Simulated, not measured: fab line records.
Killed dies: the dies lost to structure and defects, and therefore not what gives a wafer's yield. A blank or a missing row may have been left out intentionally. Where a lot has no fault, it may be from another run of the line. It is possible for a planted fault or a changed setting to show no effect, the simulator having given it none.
Matching of chambers :: flow nandHarc :: rieDiel-09 running NHARC_A_CHANNEL_FILL_D1_ETCHBACK_20: 4 sister chambers
The step etches the open film in C4F8/O2/Ar, target depth 27 nm, time 13.5 s. 33 wafers are shown with their chamber, then 12 later ones without.

## EACH WAFER AND ITS CHAMBER
wafer: L074.1
chamber: 0
rfVppV (V): 971
oesProductAu (a.u.): 0.98

wafer: L074.2
chamber: 3
rfVppV (V): 975
oesProductAu (a.u.): 0.98

wafer: L074.5
chamber: 0
rfVppV (V): 971
oesProductAu (a.u.): 0.99

wafer: L074.3
chamber: 1
rfVppV (V): 985
oesProductAu (a.u.): 0.98

wafer: L074.4
chamber: 2
rfVppV (V): 976
oesProductAu (a.u.): 0.97

wafer: L074.6
chamber: 3
rfVppV (V): 975
oesProductAu (a.u.): 0.98

wafer: L075.1
chamber: 3
rfVppV (V): 974
oesProductAu (a.u.): 1.00

wafer: L075.2
chamber: 0
rfVppV (V): 970
oesProductAu (a.u.): 1.00

wafer: L075.5
chamber: 0
rfVppV (V): 970
oesProductAu (a.u.): 1.00

wafer: L078.4
chamber: 0
rfVppV (V): 969
oesProductAu (a.u.): 0.92

wafer: L078.5
chamber: 1
rfVppV (V): 985
oesProductAu (a.u.): 0.92

wafer: L078.6
chamber: 2
rfVppV (V): 975
oesProductAu (a.u.): 0.91

wafer: L079.3
chamber: 3
rfVppV (V): 973
oesProductAu (a.u.): 0.92

wafer: L079.4
chamber: 1
rfVppV (V): 984
oesProductAu (a.u.): 0.92

wafer: L079.6
chamber: 2
rfVppV (V): 975
oesProductAu (a.u.): 0.91

wafer: L080.2
chamber: 0
rfVppV (V): 969
oesProductAu (a.u.): 0.98

wafer: L080.4
chamber: 1
rfVppV (V): 986
oesProductAu (a.u.): 1.00

wafer: L080.5
chamber: 1
rfVppV (V): 985
oesProductAu (a.u.): 1.00

wafer: L082.2
chamber: 3
rfVppV (V): 972
oesProductAu (a.u.): 0.99

wafer: L082.4
chamber: 1
rfVppV (V): 986
oesProductAu (a.u.): 1.00

wafer: L082.6
chamber: 0
rfVppV (V): 971
oesProductAu (a.u.): 0.99

wafer: L084.1
chamber: 1
rfVppV (V): 985
oesProductAu (a.u.): 1.00

wafer: L084.2
chamber: 3
rfVppV (V): 974
oesProductAu (a.u.): 0.99

wafer: L084.3
chamber: 2
rfVppV (V): 975
oesProductAu (a.u.): 0.98

wafer: L089.2
chamber: 0
rfVppV (V): 970
oesProductAu (a.u.): 0.92

wafer: L089.4
chamber: 2
rfVppV (V): 973
oesProductAu (a.u.): 0.93

wafer: L089.5
chamber: 0
rfVppV (V): 969
oesProductAu (a.u.): 0.93

wafer: L090.1
chamber: 0
rfVppV (V): 970
oesProductAu (a.u.): 1.02

wafer: L090.2
chamber: 1
rfVppV (V): 984
oesProductAu (a.u.): 1.00

wafer: L090.3
chamber: 2
rfVppV (V): 975
oesProductAu (a.u.): 0.99

wafer: L092.1
chamber: 2
rfVppV (V): 976
oesProductAu (a.u.): 0.97

wafer: L092.3
chamber: 3
rfVppV (V): 973
oesProductAu (a.u.): 0.97

wafer: L092.5
chamber: 0
rfVppV (V): 970
oesProductAu (a.u.): 0.99

SIGNATURES (means of the wafers above)
reading: rfVppV
chamber 0: 970.00
chamber 1: 985.00
chamber 2: 975.00
chamber 3: 973.71
scatter within a chamber: 0.899

reading: oesProductAu
chamber 0: 0.9745
chamber 1: 0.9775
chamber 2: 0.9514
chamber 3: 0.9757
scatter within a chamber: 0.0334
Rule: a wafer lies at a distance from a chamber equal to the root of the sum of squares, over the readings, of (its reading less the chamber's mean, divided by the reading's scatter). If the next closest chamber is less than 2 further off than the closest, the wafer can't be placed; otherwise it belongs to the closest. How the scatter is found: for the shown wafers, subtract from each reading the mean of its chamber, square and add these, divide the total by (wafers less chambers), then take the root.

## WAFERS MISSING THEIR CHAMBER
wafer: L095.1
rfVppV (V): 973
oesProductAu (a.u.): 0.98

wafer: L095.4
rfVppV (V): 985
oesProductAu (a.u.): 0.92

wafer: L095.5
rfVppV (V): 969
oesProductAu (a.u.): 0.93

wafer: L096.1
rfVppV (V): 974
oesProductAu (a.u.): 0.91

wafer: L096.2
rfVppV (V): 986
oesProductAu (a.u.): 0.91

wafer: L096.3
rfVppV (V): 972
oesProductAu (a.u.): 0.90

wafer: L096.4
rfVppV (V): 972
oesProductAu (a.u.): 0.94

wafer: L096.5
rfVppV (V): 975
oesProductAu (a.u.): 0.90

wafer: L096.6
rfVppV (V): 985
oesProductAu (a.u.): 0.91

wafer: L097.1
rfVppV (V): 985
oesProductAu (a.u.): 1.00

wafer: L097.3
rfVppV (V): 969
oesProductAu (a.u.): 1.01

wafer: L097.4
rfVppV (V): 974
oesProductAu (a.u.): 0.98

## WHICH CHAMBER EACH WENT THROUGH
wafer: L095.1
from the rows above: can't be placed: 3 or 2
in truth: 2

wafer: L095.4
from the rows above: 1
in truth: 1

wafer: L095.5
from the rows above: 0
in truth: 0

wafer: L096.1
from the rows above: can't be placed: 2 or 3
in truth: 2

wafer: L096.2
from the rows above: 1
in truth: 1

wafer: L096.3
from the rows above: can't be placed: 3 or 0 or 2
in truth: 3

wafer: L096.4
from the rows above: can't be placed: 3 or 0 or 2
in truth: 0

wafer: L096.5
from the rows above: can't be placed: 2 or 3
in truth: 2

wafer: L096.6
from the rows above: 1
in truth: 1

wafer: L097.1
from the rows above: 1
in truth: 1

wafer: L097.3
from the rows above: 0
in truth: 0

wafer: L097.4
from the rows above: can't be placed: 3 or 2
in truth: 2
6 of 12 placed correctly. These rows do not allow placing 6 (true chamber among the candidates in 6). Wrongly placed: 0.
